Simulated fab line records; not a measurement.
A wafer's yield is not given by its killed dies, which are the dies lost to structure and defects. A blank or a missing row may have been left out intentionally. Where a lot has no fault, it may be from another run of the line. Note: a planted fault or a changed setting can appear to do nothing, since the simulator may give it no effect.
fab line records	flow n5-finfet
record: lots: 12	wafers: 34	last-day: 19
route steps=1938 shown HKMG_FIN@457 GATE_CUT@469 PASSIVATION@1936
lots that met no fault: from a run of the same line without faults
start-h: start of the lot's first displayed wafer, in hours after the record's first day	wait-h: how many hours have passed since the lot's step before this one	" same as the row above	L1.1+2: a row that stands for several wafers	- no value, or no start given	* or withheld: withheld	< > ~ a bound
route shown NAME@n: names a module that has steps shown in the file, with the first one's number in the route	usual: average and standard deviation across the fault-free wafers	same: alike in all rows	chamber/n: place in a boat	sites: the reading at each site	_std_site: standard deviation of those values	_edge_site: the outer-site mean with the inner-site mean subtracted	radius-mm: how far each site lies from the wafer's centre	mask NAME#n: copy n	behind: the last tool/chamber to shape the wafer	hold: why the lot was held/for how many hours/how that ended	device: which transistor (n, p or np) failed to switch	end of line: the tests these same wafers got at the end of their route	a step given without rows: its recipe and nothing more	killed: dies that structure and defects cost at the first sort, which is not the same as the wafer's yield	map: a wafer's dies, marking killed ones x, the rest . and places with no die _
set.NAME: the run value of the setting; set.NAME@STEP: its run value at that earlier step	model.NAME: the simulator's own value behind a step, which no gauge read
route steps across a sampled set of lots; one table per step, one row per wafer
services: a tool's chamber out of use, with start hour (start-h, from the record's first day; less than 0 if before it), hours out, and reason
== steps ==
step: N5_HKMG_FIN_ALD_72
recipe: material: W	target-thk-a: 20	temp-c: 300	pressure-torr: 7.5	ald-precursor-family: WF6	ald-co-reactant: B2H6	pulse-time-s: 1	purge-time-s: 2	co-reactant-purge-time-s: 2	co-reactant-pulse-time-s: 3	ald-cycles: 7
usual: heater-power-w: 480/32	precursor-pulse-height-rel: 1.000/0.021
lot.wafer	tool	chamber	start-h	wait-h	heater-power-w	precursor-pulse-height-rel
L519.2	cvd-w-02	0	86.84	0.2	516	0.966
L519.3	"	0	"	"	512	0.994
L519.5	"	1	"	"	461	0.978
L520.1	cvd-w-02	0	94.70	0.2	522	0.973
L520.4	"	1	"	"	455	1.021
L520.5	"	0	"	"	516	1.037
L521.3	cvd-w-01	0	101.25	0.2	423	1.027
L521.5	"	1	"	"	500	1.001
L521.6	"	0	"	"	436	0.970
L522.1	cvd-w-02	1	111.95	0.2	448	0.994
L522.2	"	0	"	"	505	0.998
L522.3	"	1	"	"	457	0.979
L527.2	cvd-w-02	0	138.02	0.2	518	1.008
L527.3	"	0	"	"	512	0.977
L527.5	"	1	"	"	462	0.974
L528.4	cvd-w-02	0	140.98	0.2	507	1.042
L528.6	"	1	"	"	472	1.019
L529.3	cvd-w-02	1	145.64	0.2	459	1.017
L529.6	"	1	"	"	451	0.988
L533.2	cvd-w-02	0	168.65	0.2	511	0.967
L533.4	"	1	"	"	454	1.007
L533.5	"	0	"	"	513	0.998
L535.3	cvd-w-02	0	184.01	0.2	531	1.000
L535.4	"	1	"	"	457	0.989
L535.6	"	1	"	"	455	0.999
L536.4	cvd-w-01	0	192.20	0.2	431	0.993
L536.5	"	0	"	"	425	0.934
L536.6	"	1	"	"	485	1.011
L540.3	cvd-w-02	1	217.18	0.2	449	1.001
L540.5	"	1	"	"	457	0.968
L540.6	"	0	"	"	499	0.996
L541.1	cvd-w-02	0	220.97	0.2	523	0.980
L541.5	"	1	"	"	462	1.027
L541.6	"	0	"	"	511	0.996
step: N5_GATE_CUT_ETCH_58
recipe: chemistry: CH3F/O2	target: SiNx	target-depth-a: 170	time-s: 128.6	ion-energy-ev: 50	pressure-mtorr: 30	source-w: 415	bias-w: 21	Ar_flow_sccm: 150	CH3F_flow_sccm: 30	O2_flow_sccm: 20
usual: drypump-motor-current-A: 5.7/0.35	oes-product-au: 0.76/0.062	rf-vpp-V: 99.0/1	showerhead-plenum-p-Torr: 2.00/0.061	throttle-valve-pct: 16.51/0.18
lot.wafer	tool	chamber	start-h	wait-h	drypump-motor-current-A	oes-product-au	rf-hours-counter-h	rf-vpp-V	showerhead-plenum-p-Torr	throttle-valve-pct
L519.2	rie-diel-03	3	88.05	0.0	5.5	0.75	168	99.8	2.00	16.65
L519.3	"	2	"	"	5.4	0.79	114	99.9	2.00	16.53
L519.5	"	2	"	"	5.3	0.79	-	98.7	2.00	16.52
L520.1	rie-diel-03	2	95.91	0.0	5.4	0.79	117	99.6	2.00	16.54
L520.4	"	0	"	"	5.4	0.77	154	97.9	2.01	16.40
L520.5	"	2	"	"	5.3	0.79	-	99.5	2.00	16.52
L521.3	rie-diel-03	3	102.55	0.1	5.5	0.75	173	97.8	2.00	16.66
L521.5	"	0	"	"	5.4	0.77	-	98.1	2.01	16.41
L521.6	"	3	"	"	5.5	0.75	-	98.2	2.00	16.67
L522.1	rie-diel-02	2	113.16	0.0	5.7	0.73	174	97.7	1.99	16.63
L522.2	"	1	"	"	5.6	0.73	166	98.6	2.08	16.50
L522.3	"	0	"	"	5.8	0.88	33	98.4	1.96	15.89
L527.2	rie-diel-01	1	139.23	0.0	6.1	0.75	171	100.4	2.00	16.57
L527.3	"	3	"	"	6.5	1.00	170	97.3	1.90	16.37
L527.5	"	1	"	"	6.0	0.76	-	99.8	2.00	16.58
L528.4	rie-diel-01	0	142.16	0.0	5.7	0.97	175	100.0	2.00	16.59
L528.6	"	3	"	"	6.5	0.73	-	99.2	1.90	16.34
L529.3	rie-diel-01	3	146.91	0.1	6.4	0.99	173	97.8	1.90	16.35
L529.6	"	0	"	"	5.8	0.72	-	98.5	2.00	16.57
L533.2	rie-diel-02	0	169.85	0.0	5.8	0.87	51	100.6	1.95	15.94
L533.4	"	2	"	"	5.6	0.72	193	99.4	1.99	16.66
L533.5	"	0	"	"	5.8	0.86	-	100.0	1.95	15.92
L535.3	rie-diel-03	2	185.19	0.0	5.4	0.76	148	99.1	1.99	16.60
L535.4	"	1	"	"	5.9	0.98	1	100.8	2.13	16.29
L535.6	"	2	"	"	5.3	0.75	-	99.3	1.99	16.59
L536.4	rie-diel-03	3	193.39	0.0	5.5	0.73	201	99.3	1.99	16.70
L536.5	"	1	"	"	6.0	0.97	-	99.6	2.12	16.29
L536.6	"	0	"	"	5.4	0.73	-	98.6	2.00	16.45
L540.3	rie-diel-03	1	218.36	0.0	5.9	0.93	11	101.0	2.12	16.31
L540.5	"	3	"	"	5.5	0.73	-	99.6	1.99	16.72
L540.6	"	1	"	"	5.9	0.94	-	100.8	2.12	16.31
L541.1	rie-diel-01	3	222.18	0.0	6.5	0.72	194	99.9	1.89	16.39
L541.5	"	2	"	"	5.5	0.73	-	98.7	2.05	16.64
L541.6	"	1	"	"	6.0	0.73	-	99.3	1.99	16.62
step: N5_GATE_CUT_STRIP_59
recipe: chemistry: N2/H2	time-s: 20	power-w: 100	temp-c: 40	pressure-mtorr: 100	rf-frequency-hz: 6e+07	bias-power-w: 3	n2-flow-sccm: 300	h2-flow-sccm: 300
usual: drypump-motor-current-A: 5.7/0.35	oes-product-au: 0.76/0.061	rf-vpp-V: 45.3/0.94	showerhead-plenum-p-Torr: 3.38/0.098	throttle-valve-pct: 12.44/0.2
lot.wafer	tool	chamber	start-h	wait-h	drypump-motor-current-A	oes-product-au	rf-hours-counter-h	rf-vpp-V	showerhead-plenum-p-Torr	throttle-valve-pct
L519.2	rie-diel-03	3	88.15	0.1	5.5	0.77	168	43.6	3.36	12.54
L519.3	"	2	"	"	5.3	0.79	114	45.0	3.37	12.30
L519.5	"	2	"	"	5.4	0.79	-	43.3	3.38	12.31
L520.1	rie-diel-03	2	96.01	0.1	5.3	0.78	118	43.9	3.37	12.32
L520.4	"	0	"	"	5.5	0.77	154	44.3	3.39	12.43
L520.5	"	2	"	"	5.3	0.79	-	45.3	3.37	12.33
L521.3	rie-diel-03	3	102.65	0.1	5.5	0.75	173	43.8	3.35	12.56
L521.5	"	0	"	"	5.4	0.76	-	46.7	3.39	12.42
L521.6	"	3	"	"	5.5	0.76	-	44.7	3.35	12.55
L522.1	rie-diel-02	2	113.26	0.1	5.7	0.73	174	45.6	3.36	12.47
L522.2	"	1	"	"	5.6	0.75	166	45.3	3.51	12.41
L522.3	"	0	"	"	5.7	0.88	33	44.1	3.32	11.82
L527.2	rie-diel-01	1	139.33	0.1	6.1	0.75	171	44.3	3.37	12.54
L527.3	"	3	"	"	6.5	0.75	170	44.0	3.24	12.38
L527.5	"	1	"	"	6.1	0.76	-	44.9	3.37	12.56
L528.4	rie-diel-01	0	142.27	0.1	5.7	0.73	175	44.5	3.38	12.47
L528.6	"	3	"	"	6.4	0.75	-	46.2	3.24	12.38
L529.3	rie-diel-01	3	147.01	0.1	6.4	0.74	173	44.6	3.24	12.38
L529.6	"	0	"	"	5.7	0.73	-	45.2	3.38	12.50
L533.2	rie-diel-02	0	169.96	0.1	5.8	0.87	51	46.5	3.31	11.86
L533.4	"	2	"	"	5.7	0.71	193	44.1	3.35	12.51
L533.5	"	0	"	"	5.8	0.86	-	43.6	3.31	11.87
L535.3	rie-diel-03	2	185.29	0.1	5.3	0.76	148	47.2	3.36	12.39
L535.4	"	1	"	"	6.0	0.97	1	45.1	3.59	12.14
L535.6	"	2	"	"	5.3	0.75	-	44.1	3.36	12.39
L536.4	rie-diel-03	3	193.49	0.1	5.5	0.75	201	47.0	3.34	12.61
L536.5	"	1	"	"	5.9	0.95	-	45.5	3.59	12.16
L536.6	"	0	"	"	5.4	0.74	-	46.3	3.37	12.49
L540.3	rie-diel-03	1	218.46	0.1	5.9	0.92	11	44.1	3.58	12.15
L540.5	"	3	"	"	5.5	0.72	-	46.5	3.33	12.64
L540.6	"	1	"	"	5.9	0.92	-	45.5	3.59	12.17
L541.1	rie-diel-01	3	222.29	0.1	6.4	0.73	194	45.9	3.23	12.44
L541.5	"	2	"	"	5.5	0.72	-	45.2	3.50	12.59
L541.6	"	1	"	"	6.0	0.73	-	44.6	3.36	12.62
step: N5_GATE_CUT_PECVD_57
recipe: material: SiNx	target-thk-a: 210	temp-c: 400	precursor: SiH4/NH3/N2	pressure-torr: 1.5	rf-w: 300
usual: heater-power-w: 741/76	showerhead-plenum-p-Torr: 5.14/0.064	throttle-valve-pct: 39.7/1.8
lot.wafer	tool	chamber	start-h	wait-h	heater-power-w	showerhead-plenum-p-Torr	throttle-valve-pct
L519.2	pecvd-04	0	90.56	1.1	673	5.05	39.9
L519.3	"	1	"	"	750	5.22	41.8
L519.5	"	0	"	"	695	5.04	40.1
L520.1	pecvd-04	1	98.42	1.1	700	5.22	41.4
L520.4	"	1	"	"	693	5.22	41.6
L520.5	"	0	"	"	660	5.04	40.1
L521.3	pecvd-02	2	106.01	1.1	757	5.04	36.3
L521.5	"	1	"	"	917	5.16	38.6
L521.6	"	2	"	"	762	5.06	36.5
L522.1	pecvd-04	0	115.68	1.1	704	5.03	40.1
L522.2	"	1	"	"	720	5.23	41.4
L522.3	"	2	"	"	719	5.18	39.1
L527.2	pecvd-02	0	141.91	1.1	788	5.10	42.9
L527.3	"	2	"	"	896	5.04	36.4
L527.5	"	2	"	"	885	5.05	36.3
L528.4	pecvd-04	0	144.70	1.1	688	5.05	40.2
L528.6	"	2	"	"	699	5.19	39.5
L529.3	pecvd-04	0	149.43	1.1	694	5.05	39.9
L529.6	"	0	"	"	701	5.05	40.4
L533.2	pecvd-01	2	172.37	1.1	666	5.20	36.4
L533.4	"	1	"	"	638	5.14	41.0
L533.5	"	2	"	"	661	5.20	36.5
L535.3	pecvd-04	1	187.70	1.1	750	5.22	41.7
L535.4	"	1	"	"	760	5.23	41.3
L535.6	"	2	"	"	722	5.19	39.4
L536.4	pecvd-02	1	196.21	1.1	834	5.16	38.5
L536.5	"	0	"	"	847	5.11	42.7
L536.6	"	1	"	"	840	5.17	38.8
L540.3	pecvd-04	2	220.87	1.1	758	5.18	40.1
L540.5	"	1	"	"	646	5.21	41.4
L540.6	"	0	"	"	680	5.04	40.0
L541.1	pecvd-04	0	225.19	1.1	581	5.04	40.2
L541.5	"	0	"	"	598	5.04	40.1
L541.6	"	1	"	"	741	5.21	41.4
step: N5_PASSIVATION_PROBE_49
usual: killed_at_M0_to_M3: 36/11	killed_at_M4_up: 14/5.2	killed-at-contacts: 12/6.1	killed-at-front-end: 40/12	killed-at-other: 3.2/2.5	killed-dies: 105/16	killed-open: 68/12	killed-short: 35/8.7
same: gross-dies: 1180	killed-at-back-side: 0
lot.wafer	tool	chamber	start-h	wait-h	killed_at_M0_to_M3	killed_at_M4_up	killed-at-contacts	killed-at-front-end	killed-at-other	killed-dies	killed-open	killed-short
L519.2	prober-02	-	307.96	0.1	33	17	15	25	2	92	70	21
L519.3	prober-02	-	308.01	0.1	25	18	10	37	2	92	63	29
L519.5	prober-02	-	308.11	0.2	55	22	3	27	8	115	82	32
L520.1	prober-02	-	322.67	0.0	25	16	5	54	3	103	61	41
L520.4	prober-02	-	322.82	0.2	40	18	5	31	3	97	71	26
L520.5	prober-02	-	322.87	0.2	45	15	7	24	1	92	58	32
L521.3	prober-02	-	325.66	0.1	32	10	17	39	2	100	65	31
L521.5	prober-02	-	325.76	0.2	35	12	19	37	7	110	73	36
L521.6	prober-02	-	325.81	0.3	30	7	27	45	3	112	67	39
L522.1	prober-01	-	331.73	0.0	25	16	20	38	3	102	55	40
L522.2	prober-01	-	331.78	0.1	20	15	10	46	3	94	64	27
L522.3	prober-01	-	331.83	0.1	26	18	5	50	6	105	71	30
L527.2	prober-01	-	355.28	0.1	9	18	5	40	2	74	39	28
L527.3	prober-01	-	355.33	0.1	28	11	11	28	2	80	53	24
L527.5	prober-01	-	355.43	0.2	21	4	16	43	5	89	53	30
L528.4	prober-02	-	362.63	0.2	27	10	10	26	2	75	42	27
L528.6	prober-02	-	362.73	0.3	47	8	11	25	10	101	67	30
L529.3	prober-01	-	363.02	0.1	25	11	15	54	1	106	61	38
L529.6	prober-01	-	363.17	0.3	24	16	26	39	0	105	66	32
L535.3	prober-01	-	387.76	0.1	46	18	15	29	2	110	73	36
L535.4	prober-01	-	387.81	0.2	49	14	23	35	2	123	92	28
L535.6	prober-01	-	387.91	0.3	29	10	12	45	4	100	62	36
L533.2	prober-01	-	409.40	0.1	34	21	9	45	3	112	73	34
L533.4	prober-01	-	409.50	0.2	31	8	7	33	8	87	62	20
L533.5	prober-01	-	409.55	0.2	31	11	13	48	8	111	62	47
L536.4	prober-02	-	434.54	0.2	29	13	13	42	1	98	65	31
L536.5	prober-02	-	434.59	0.2	17	19	13	40	0	89	60	26
L536.6	prober-02	-	434.64	0.3	15	15	16	42	5	93	52	34
L540.3	prober-02	-	458.45	0.1	42	15	9	25	7	98	64	26
L540.5	prober-02	-	458.55	0.2	49	18	13	27	1	108	71	34
L540.6	prober-02	-	458.60	0.3	52	16	6	36	1	111	72	34
L541.1	prober-01	-	459.12	0.0	34	6	23	63	2	128	72	54
L541.5	prober-01	-	459.32	0.2	25	12	13	65	0	115	78	36
L541.6	prober-01	-	459.37	0.3	33	14	12	51	2	112	73	34
killed by level:class
L519.2 MOL_CONTACT_COAG:geometric-particle:open=14 FIN_SAQP:geometric-particle:open=10 BEOL_M4:geometric-particle:open=10 BEOL_M3:geometric-particle:open=7 FIN_SAQP:geometric-particle:short=6 BEOL_M0:geometric-particle:open=6 BEOL_M2:geometric-particle:open=5 BEOL_M1:geometric-particle:open=4
L519.3 FIN_SAQP:geometric-particle:open=15 MOL_CONTACT_COAG:geometric-particle:open=7 BEOL_M7:geometric-particle:open=7 FIN_SAQP:geometric-particle:short=6 STI_FIN_REVEAL:geometric-particle:open=6 BEOL_M0_SAQP:geometric-particle:open=5 BEOL_M3:geometric-particle:open=5 BEOL_M0_SAQP:geometric-particle:short=4
L519.5 BEOL_M0_SAQP:geometric-particle:open=16 BEOL_M4:geometric-particle:open=11 BEOL_M2:geometric-particle:open=10 BEOL_M0:geometric-particle:open=9 BEOL_M0_SAQP:geometric-particle:short=8 STI_FIN_REVEAL:geometric-particle:open=6 BEOL_M3:geometric-particle:open=6 STARTING-WAFER:geometric-particle:short=4
L520.1 STI_FIN_REVEAL:geometric-particle:open=13 BEOL_M4:geometric-particle:open=9 STI_FIN_REVEAL:geometric-particle:short=8 BEOL_M1:geometric-particle:open=7 FIN_SAQP:geometric-particle:open=5 GATE_CUT:geometric-particle:short=5 MOL_CONTACT_COAG:geometric-particle:open=5 ILD0:geometric-particle:open=4
L520.4 STI_FIN_REVEAL:geometric-particle:open=15 BEOL_M0_SAQP:geometric-particle:open=14 BEOL_M4:geometric-particle:open=12 BEOL_M2:geometric-particle:open=8 BEOL_M0_SAQP:geometric-particle:short=6 MOL_CONTACT_COAG:geometric-particle:open=4 BEOL_M1:geometric-particle:open=4 STI_FIN_REVEAL:geometric-particle:short=3
L520.5 BEOL_M0_SAQP:geometric-particle:short=12 BEOL_M0_SAQP:geometric-particle:open=10 BEOL_M1:geometric-particle:open=8 FIN_SAQP:geometric-particle:short=6 MOL_CONTACT_COAG:geometric-particle:open=6 BEOL_M4:geometric-particle:open=6 BEOL_M2:geometric-particle:open=5 ILD0:geometric-particle:open=4
L521.3 MOL_CONTACT_COAG:geometric-particle:open=12 BEOL_M1:geometric-particle:open=12 FIN_SAQP:geometric-particle:open=9 GATE_CUT:geometric-particle:short=7 BEOL_M0_SAQP:geometric-particle:short=7 FIN_SAQP:geometric-particle:short=6 BEOL_M4:geometric-particle:open=6 GATE_CUT:geometric-particle:open=5
L521.5 MOL_CONTACT_COAG:geometric-particle:open=15 BEOL_M1:geometric-particle:open=15 FIN_SAQP:geometric-particle:open=8 FIN_SAQP:geometric-particle:short=7 BEOL_M4:geometric-particle:open=6 BEOL_M0_SAQP:geometric-particle:short=4 GATE_CUT:geometric-particle:short=4 MOL_CONTACT_COAG:geometric-particle:short=4
L521.6 MOL_CONTACT_COAG:geometric-particle:open=23 BEOL_M1:geometric-particle:open=13 GATE_CUT:geometric-particle:short=7 FIN_SAQP:geometric-particle:short=6 HKMG_FIN:area-etch=6 DUMMY_GATE:geometric-particle:open=4 BEOL_M0_SAQP:geometric-particle:open=4 MOL_CONTACT_COAG:geometric-particle:short=4
L522.1 MOL_CONTACT_COAG:geometric-particle:open=13 BEOL_M0_SAQP:geometric-particle:short=8 BEOL_M4:geometric-particle:open=8 MOL_CONTACT_COAG:geometric-particle:short=7 FIN_SAQP:geometric-particle:open=6 FIN_SAQP:geometric-particle:short=6 BEOL_M0_SAQP:geometric-particle:open=6 BEOL_M1:geometric-particle:open=6
L522.2 FIN_SAQP:geometric-particle:open=15 MOL_CONTACT_COAG:geometric-particle:open=8 GATE_CUT:geometric-particle:short=7 BEOL_M1:geometric-particle:open=7 BEOL_M4:geometric-particle:open=6 STI_FIN_REVEAL:geometric-particle:open=5 GATE_CUT:geometric-particle:open=5 BEOL_M0_SAQP:geometric-particle:open=5
L522.3 FIN_SAQP:geometric-particle:open=27 BEOL_M0_SAQP:geometric-particle:open=7 BEOL_M1:geometric-particle:open=7 FIN_SAQP:geometric-particle:short=5 GATE_CUT:geometric-particle:short=5 BEOL_M3:geometric-particle:open=4 MOL_CONTACT_COAG:geometric-particle:open=4 BEOL_M4:geometric-particle:open=4
L527.2 FIN_SAQP:geometric-particle:short=8 FIN_SAQP:geometric-particle:open=8 BEOL_M4:geometric-particle:short=8 STI_FIN_REVEAL:geometric-particle:open=4 DUMMY_GATE:geometric-particle:open=4 DUMMY_GATE:geometric-particle:short=4 MOL_CONTACT_COAG:geometric-particle:open=4 BEOL_M4:geometric-particle:open=4
L527.3 MOL_CONTACT_COAG:geometric-particle:open=11 FIN_SAQP:geometric-particle:open=8 BEOL_M0_SAQP:geometric-particle:short=7 BEOL_M2:geometric-particle:open=6 FIN_SAQP:geometric-particle:short=5 BEOL_M1:geometric-particle:open=5 BEOL_M0_SAQP:geometric-particle:open=3 BEOL_M3:geometric-particle:open=3
L527.5 MOL_CONTACT_COAG:geometric-particle:open=15 FIN_SAQP:geometric-particle:short=9 STI_FIN_REVEAL:geometric-particle:open=6 DUMMY_GATE:geometric-particle:open=4 BEOL_M0:geometric-particle:open=4 BEOL_M3:geometric-particle:open=4 HKMG_FIN:area-etch=4 STI_FIN_REVEAL:geometric-particle:short=3
L528.4 MOL_CONTACT_COAG:geometric-particle:open=9 FIN_SAQP:geometric-particle:open=6 BEOL_M0_SAQP:geometric-particle:short=6 FIN_SAQP:geometric-particle:short=4 BEOL_M0_SAQP:geometric-particle:open=4 ILD0:geometric-particle:short=3 GATE_CUT:geometric-particle:open=3 BEOL_M0:geometric-particle:open=3
L528.6 BEOL_M0_SAQP:geometric-particle:open=16 BEOL_M2:geometric-particle:open=13 BEOL_M0_SAQP:geometric-particle:short=9 MOL_CONTACT_COAG:geometric-particle:open=7 FIN_SAQP:geometric-particle:open=6 STARTING-WAFER:geometric-particle:short=4 PASS1_CAP:geometric-particle:short=4 MOL_CONTACT_COAG:geometric-particle:short=3
L529.3 FIN_SAQP:geometric-particle:short=19 MOL_CONTACT_COAG:geometric-particle:open=14 BEOL_M3:geometric-particle:open=13 FIN_SAQP:geometric-particle:open=9 GATE_CUT:geometric-particle:short=5 BEOL_M4:geometric-particle:open=5 HKMG_FIN:area-etch=5 BEOL_M0_SAQP:geometric-particle:open=4
L529.6 MOL_CONTACT_COAG:geometric-particle:open=20 BEOL_M0_SAQP:geometric-particle:short=7 BEOL_M4:geometric-particle:open=7 HKMG_FIN:area-etch=7 FIN_SAQP:geometric-particle:short=6 MOL_CONTACT_COAG:geometric-particle:short=6 BEOL_M3:geometric-particle:open=6 STI_FIN_REVEAL:geometric-particle:open=5
L535.3 BEOL_M2:geometric-particle:open=12 MOL_CONTACT_COAG:geometric-particle:open=11 BEOL_M1:geometric-particle:open=11 STI_FIN_REVEAL:geometric-particle:open=8 BEOL_M0_SAQP:geometric-particle:short=7 BEOL_M4:geometric-particle:open=7 BEOL_M2:geometric-particle:short=5 BEOL_M3:geometric-particle:open=5
L535.4 BEOL_M2:geometric-particle:open=20 MOL_CONTACT_COAG:geometric-particle:open=18 STI_FIN_REVEAL:geometric-particle:open=11 BEOL_M1:geometric-particle:open=9 DUMMY_GATE:geometric-particle:open=7 BEOL_M0_SAQP:geometric-particle:open=6 BEOL_M4:geometric-particle:open=5 MOL_CONTACT_COAG:geometric-particle:short=4
L535.6 STI_FIN_REVEAL:geometric-particle:open=12 MOL_CONTACT_COAG:geometric-particle:open=11 GATE_CUT:geometric-particle:short=7 FIN_SAQP:geometric-particle:short=6 STI_FIN_REVEAL:geometric-particle:short=6 BEOL_M0_SAQP:geometric-particle:open=6 BEOL_M1:geometric-particle:open=5 BEOL_M3:geometric-particle:open=5
L533.2 STI_FIN_REVEAL:geometric-particle:open=10 BEOL_M4:geometric-particle:open=10 BEOL_M0_SAQP:geometric-particle:short=8 MOL_CONTACT_COAG:geometric-particle:open=7 BEOL_M0_SAQP:geometric-particle:open=7 GATE_CUT:geometric-particle:short=6 FIN_SAQP:geometric-particle:short=5 DUMMY_GATE:geometric-particle:open=5
L533.4 STI_FIN_REVEAL:geometric-particle:open=12 BEOL_M1:geometric-particle:open=7 BEOL_M2:geometric-particle:open=7 BEOL_M0_SAQP:geometric-particle:open=6 BEOL_M0_SAQP:geometric-particle:short=6 FIN_SAQP:geometric-particle:open=4 BEOL_M3:geometric-particle:open=4 MOL_CONTACT_COAG:geometric-particle:open=4
L533.5 STI_FIN_REVEAL:geometric-particle:open=15 BEOL_M0_SAQP:geometric-particle:short=12 MOL_CONTACT_COAG:geometric-particle:open=11 GATE_CUT:geometric-particle:short=6 STI_FIN_REVEAL:geometric-particle:short=5 BEOL_M2:geometric-particle:open=5 BEOL_M0_SAQP:geometric-particle:open=5 SPACER0:geometric-particle:short=4
L536.4 STI_FIN_REVEAL:geometric-particle:open=10 MOL_CONTACT_COAG:geometric-particle:open=10 BEOL_M4:geometric-particle:open=8 BEOL_M0_SAQP:geometric-particle:short=8 FIN_SAQP:geometric-particle:short=7 BEOL_M2:geometric-particle:open=6 BEOL_M3:geometric-particle:open=6 FIN_SAQP:geometric-particle:open=5
L536.5 MOL_CONTACT_COAG:geometric-particle:open=12 DUMMY_GATE:geometric-particle:open=11 BEOL_M4:geometric-particle:open=11 GATE_CUT:geometric-particle:short=6 BEOL_M1:geometric-particle:short=4 FIN_SAQP:geometric-particle:open=3 STI_FIN_REVEAL:geometric-particle:open=3 GATE_CUT:geometric-particle:open=3
L536.6 MOL_CONTACT_COAG:geometric-particle:open=13 FIN_SAQP:geometric-particle:short=7 GATE_CUT:geometric-particle:short=7 FIN_SAQP:geometric-particle:open=6 STI_FIN_REVEAL:geometric-particle:open=5 DUMMY_GATE:geometric-particle:open=4 MOL_CONTACT_COAG:geometric-particle:short=3 BEOL_M1:geometric-particle:short=3
L540.3 BEOL_M2:geometric-particle:open=16 BEOL_M0:geometric-particle:short=8 MOL_CONTACT_COAG:geometric-particle:open=7 BEOL_M0_SAQP:geometric-particle:open=7 BEOL_M1:geometric-particle:open=7 STI_FIN_REVEAL:geometric-particle:open=6 MIM_TOP_ETCH:geometric-particle:open=6 HKMG_FIN:area-etch=5
L540.5 BEOL_M2:geometric-particle:open=15 MOL_CONTACT_COAG:geometric-particle:open=10 BEOL_M0_SAQP:geometric-particle:short=10 STI_FIN_REVEAL:geometric-particle:open=9 FIN_SAQP:geometric-particle:short=7 BEOL_M3:geometric-particle:open=6 BEOL_M0:geometric-particle:open=5 BEOL_M0:geometric-particle:short=5
L540.6 BEOL_M2:geometric-particle:open=28 BEOL_M0_SAQP:geometric-particle:open=9 FIN_SAQP:geometric-particle:short=8 MOL_CONTACT_COAG:geometric-particle:open=5 GATE_CUT:geometric-particle:short=5 BEOL_M2:geometric-particle:short=4 BEOL_M5:geometric-particle:open=4 STI_FIN_REVEAL:geometric-particle:open=3
L541.1 FIN_SAQP:geometric-particle:short=20 MOL_CONTACT_COAG:geometric-particle:open=18 FIN_SAQP:geometric-particle:open=14 GATE_CUT:geometric-particle:short=10 BEOL_M0_SAQP:geometric-particle:open=8 BEOL_M1:geometric-particle:open=7 DUMMY_GATE:geometric-particle:open=7 BEOL_M0_SAQP:geometric-particle:short=7
L541.5 FIN_SAQP:geometric-particle:open=24 GATE_CUT:geometric-particle:short=10 MOL_CONTACT_COAG:geometric-particle:open=10 BEOL_M4:geometric-particle:open=9 FIN_SAQP:geometric-particle:short=8 DUMMY_GATE:geometric-particle:open=6 BEOL_M3:geometric-particle:open=6 BEOL_M3:geometric-particle:short=6
L541.6 FIN_SAQP:geometric-particle:open=16 MOL_CONTACT_COAG:geometric-particle:open=11 BEOL_M2:geometric-particle:open=7 BEOL_M3:geometric-particle:short=7 DUMMY_GATE:geometric-particle:open=6 BEOL_M3:geometric-particle:open=6 FIN_SAQP:geometric-particle:short=5 GATE_CUT:geometric-particle:short=5
== services ==
tool	chamber	start-h	hours	kind
pecvd-04	-	66.74	2.8	pm
cvd-w-01	-	71.04	1.5	repair
rie-diel-03	2	73.79	3.4	repair
rie-diel-02	2	88.89	6.0	repair
pecvd-02	0	95.08	30.5	repair
rie-diel-03	0	96.09	2.1	repair
rie-diel-02	3	99.93	-	clean
rie-diel-02	3	99.93	-	consumable-replace:focus-ring
rie-diel-02	3	99.93	-	consumable-replace:showerhead
rie-diel-02	3	99.93	17.9	scheduled-down
rie-diel-03	1	123.37	2.8	repair
rie-diel-01	1	129.06	5.2	repair
rie-diel-01	1	149.61	2.3	repair
rie-diel-01	2	150.61	2.8	repair
pecvd-04	0	157.67	2.1	scheduled-down
rie-diel-03	1	161.54	-	clean
rie-diel-03	1	161.54	-	consumable-replace:focus-ring
rie-diel-03	1	161.54	-	consumable-replace:showerhead
rie-diel-03	1	161.54	15.7	scheduled-down
rie-diel-03	1	161.54	15.7	vent-cycle
pecvd-01	0	166.14	7.5	repair
pecvd-01	-	175.72	2.8	pm
pecvd-04	1	192.15	2.1	scheduled-down
pecvd-01	-	216.05	2.1	repair
== key ==
first-sign: step: N5_GATE_CUT_ETCH_58	reading: oes-product-au	direction: up	sigmas: 3.6	usual: 0.76	struck: 0.99
effect none on later readings
met-at N5_GATE_CUT_ETCH_58
struck-lots L527,L528,L529
struck-wafers L527.3,L528.4,L529.3
tester-left-out L527,L528,L529
not-acting-at N5_HKMG_FIN_ALD_72,N5_GATE_CUT_STRIP_59,N5_GATE_CUT_PECVD_57
fault: kind: process-parameter-drift	tool: rie-diel-01	chamber: -	onset-h: 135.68	steps: N5_GATE_CUT_ETCH_58	channel: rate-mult	offset: 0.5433	shape: step	end-h: 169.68	scope: struck-wafers-only
tester-left-out: of these lots the tester's yield and bins aren't shown, on N5 and GAA mostly nor the transistor test; their killed dies are dies lost to structure and defects alone, not to doping, threshold or leakage, so they don't give the yield
